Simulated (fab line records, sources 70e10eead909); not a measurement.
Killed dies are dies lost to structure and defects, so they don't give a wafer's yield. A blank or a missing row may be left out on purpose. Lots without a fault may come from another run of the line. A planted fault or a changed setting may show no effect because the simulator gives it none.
A struck lot beside a sound one | flow nand_harc | 38 steps out of a route of 1159
Sound: wafers L974.1, L974.2, L974.3. Struck: wafers L980.2, L980.3, L980.5. The cause comes at the end.
At each step with rows: each side's tool, then ch and its chambers, then its first start. Under that, the readings that differ: sound wafers | struck wafers | difference of the means | sigmas: that difference in standard deviations of wafers without a fault.
alike: readings whose means differ by less than 2 such deviations, and words and numbers that are the same on both sides. not compared: withheld readings, readings that some wafer has no value for, bounds like >300 that may hide the same value, and numbers for which the record gives no deviation and whose values overlap.
The two part at a step that has a row with sigmas, a row that says differs or no value, or rows on one side only. Numbers that don't overlap but have no deviation are shown without sigmas and don't part them. A reading that every wafer of one side lacks parts them only if that side has two wafers or more.

first, 9 steps without rows for these wafers: NHARC_A_CHANNEL_HOLE_D1_DEP_00 (deposits aC, target thk 3100 nm); NHARC_A_CHANNEL_HOLE_D1_DEP_01 (deposits SiON, target thk 140 nm); NHARC_A_CHANNEL_HOLE_D1_DEHYDRATE_02 (time 120 s); NHARC_A_CHANNEL_HOLE_D1_HMDS_03 (time 30 s); NHARC_A_CHANNEL_HOLE_D1_COAT_36 (time 75 s); NHARC_A_CHANNEL_HOLE_D1_COAT_37 (time 65 s); NHARC_A_CHANNEL_HOLE_D1_COAT_04 (resist thk 90 nm); NHARC_A_CHANNEL_HOLE_D1_SOFTBAKE_05 (time 55 s); NHARC_A_CHANNEL_HOLE_D1_EBR_06.
NHARC_A_CHANNEL_HOLE_D1_EXPOSE_07: exposes mask HOLE D1, target cd 100 nm.
  sound on arfi_scanner-01 ch 0, day 8 19:58; struck on arfi_scanner-01 ch 0, day 10 05:50
  reading              | sound             | struck            | difference | sigmas
  exposure_dose_mJ_cm2 | 59.63 59.69 59.63 | 48.63 48.66 48.67 | -11.00     | -99 or more
  alike: mask
then, 2 steps without rows for these wafers: NHARC_A_CHANNEL_HOLE_D1_PEB_08 (peb time 65 s); NHARC_A_CHANNEL_HOLE_D1_DEVELOP_09 (develop time 35 s).
NHARC_A_CHANNEL_HOLE_D1_CD_MEAS_10: target cd 100 nm.
  sound on cd_sem-03 ch 0, day 8 20:06; struck on cd_sem-01 ch 0, day 10 05:59
  reading    | sound             | struck         | difference | sigmas
  cd_nm (nm) | 101.0 101.4 100.1 | 89.9 89.5 90.5 | -10.9      | -15
NHARC_A_CHANNEL_HOLE_D1_DESCUM_15: chemistry O2, time 3 s.
  sound on rie_diel-10 ch 0,1,3, day 8 20:17; struck on rie_diel-08 ch 0,1,3, day 10 06:10
  reading                            | sound           | struck        | difference | sigmas
  model.A_CHANNEL_HOLE_D1.cd_nm (nm) | 100.1 102.3 100 | 89.94 90 89.4 | -11.02     |
  alike: drypump_motor_current_A, oes_product_au, rf_vpp_V, showerhead_plenum_p_Torr, throttle_valve_pct
  not compared: rf_hours_counter_h
then, 16 steps without rows for these wafers: NHARC_A_CHANNEL_HOLE_D1_ETCH_38 (etches the open film in CF4, target depth 39 nm, time 65 s); NHARC_A_CHANNEL_HOLE_D1_ETCH_39 (etches the open film in N2/H2, target depth 260 nm, time 325 s); NHARC_A_CHANNEL_HOLE_D1_ETCH_34 (etches the open film in CF4/CHF3, target depth 154 nm, time 77 s); NHARC_A_CHANNEL_HOLE_D1_ETCH_16 (etches the open film in O2/COS, target depth 3100 nm, time 806 s); NHARC_A_CHANNEL_HOLE_D1_ETCH_19 (etches the open film in C4F8/O2/Ar, time 34.5 s); NHARC_A_CHANNEL_HOLE_D1_ETCH_20 (etches the open film in C4F8/O2/Ar, time 361.9 s, target depth 1600 nm); NHARC_A_CHANNEL_HOLE_D1_ETCH_21 (etches the open film in C4F8/O2/Ar, time 514.3 s, target depth 1600 nm); NHARC_A_CHANNEL_HOLE_D1_ETCH_22 (etches the open film in C4F8/O2/Ar, time 666.7 s, target depth 1600 nm); NHARC_A_CHANNEL_HOLE_D1_ETCH_23 (etches the open film in C4F8/O2/Ar, time 819 s, target depth 1600 nm); NHARC_A_CHANNEL_HOLE_D1_ETCH_24 (etches the open film in C4F8/O2/Ar, time 906.2 s, target depth 1500 nm); NHARC_A_CHANNEL_HOLE_D1_ETCH_25 (etches the open film in C4F8/O2/Ar, time 1040.2 s, target depth 1500 nm); NHARC_A_CHANNEL_HOLE_D1_ETCH_26 (etches the open film in C4F8/O2/Ar, time 224.1 s, target depth 300 nm); NHARC_A_CHANNEL_HOLE_D1_ETCH_33 (etches the open film in C4F8/O2/Ar, time 90 s, target depth 400 nm); NHARC_A_CHANNEL_HOLE_D1_STRIP_41 (strips in N2/H2); NHARC_A_CHANNEL_HOLE_D1_STRIP_42 (strips in CF4/CHF3); NHARC_A_CHANNEL_HOLE_D1_STRIP_43 (strips in O2/COS).
NHARC_A_CHANNEL_HOLE_D1_ETCH_44: etches the open film in CF4/O2, target depth 140 nm, overetch 14 nm, time 77 s.
  sound on rie_diel-02 ch 0,1,3, day 9 02:24; struck on rie_diel-10 ch 0,3, day 10 14:25
  reading                            | sound             | struck            | difference | sigmas
  model.A_CHANNEL_HOLE_D1.cd_nm (nm) | 92.75 90.61 92.04 | 80.35 77.74 81.23 | -12.03     |
  alike: drypump_motor_current_A, oes_product_au, rf_vpp_V, showerhead_plenum_p_Torr, throttle_valve_pct
  not compared: rf_hours_counter_h
then, 3 steps without rows for these wafers: NHARC_A_CHANNEL_HOLE_D1_STRIP_27 (strips in O2); NHARC_A_CHANNEL_HOLE_D1_PRECLEAN_28 (cleans in SC1); NHARC_A_CHANNEL_HOLE_D1_SRD_29.
NHARC_A_CHANNEL_HOLE_D1_CD_MEAS_30:
  sound on cd_sem-01, day 9 03:12; struck on cd_sem-02, day 10 15:20
  reading    | sound          | struck         | difference | sigmas
  cd_nm (nm) | 92.5 90.5 92.9 | 80.3 78.0 80.7 | -12.3      | -6
NHARC_A_CHANNEL_HOLE_D1_XSEM_31:
  sound on xsem-02 ch 0, day 9 03:17; struck on xsem-02 ch 0, day 10 15:26
  reading        | sound          | struck         | difference | sigmas
  bot_cd_nm (nm) | 77.1 74.8 76.1 | 65.2 62.9 66.1 | -11.3      | -5
  alike: bow_nm, tilt_deg
-- the record jumps here: 10 days lie between the struck wafers' starts before and after (it left off in module A_CHANNEL_HOLE_D1 and takes up again in module END, whose first step shown is number 1158 of the route) --
NHARC_END_WLT_00:
  sound on prober-02, day 19 06:04; struck on prober-02, day 20 19:02
  reading                           | sound             | struck            | difference | sigmas
  VT_DECK1_BOTTOM                   | 0.877 0.873 0.873 | 0.839 0.828 0.839 | -0.039     | -5
  VT_DECK1_BOTTOM_INNER             | 0.877 0.870 0.879 | 0.840 0.830 0.838 | -0.039     | -5
  VT_DECK1_MEDIAN_NEAR_BOTTOM       | 0.876 0.870 0.882 | 0.846 0.826 0.838 | -0.039     | -5
  VT_DECK1_MEDIAN_NEAR_BOTTOM_INNER | 0.880 0.877 0.874 | 0.840 0.837 0.837 | -0.039     | -5
  VT_DECK1_MIDDLE                   | 0.887 0.882 0.881 | 0.858 0.856 0.862 | -0.025     | -4
  VT_DECK1_MIDDLE_INNER             | 0.891 0.877 0.891 | 0.861 0.851 0.859 | -0.029     | -4
  VT_DECK1_TOP                      | 0.893 0.901 0.889 | 0.874 0.879 0.877 | -0.018     | -3
  VT_DECK1_TOP_INNER                | 0.904 0.894 0.899 | 0.874 0.866 0.872 | -0.028     | -4
NHARC_END_SORT_01:
  sound on prober-02 ch 0, day 19 09:03; struck on prober-02 ch 0, day 20 22:19
  reading         | sound | struck | difference | sigmas
  killed_at_other | 0 0 0 | 2 5 0  | +2         | +2
  alike: killed_at_array, killed_at_periphery, killed_dies, killed_open, killed_short

WHERE THEY PART
First at NHARC_A_CHANNEL_HOLE_D1_EXPOSE_07; last, within this record, at NHARC_END_SORT_01.

WHY: what the simulator had put in
Process parameter drift: arfi_scanner-01, from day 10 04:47 on, at NHARC_A_CHANNEL_HOLE_D1_EXPOSE_07. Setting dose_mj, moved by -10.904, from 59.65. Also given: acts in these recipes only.
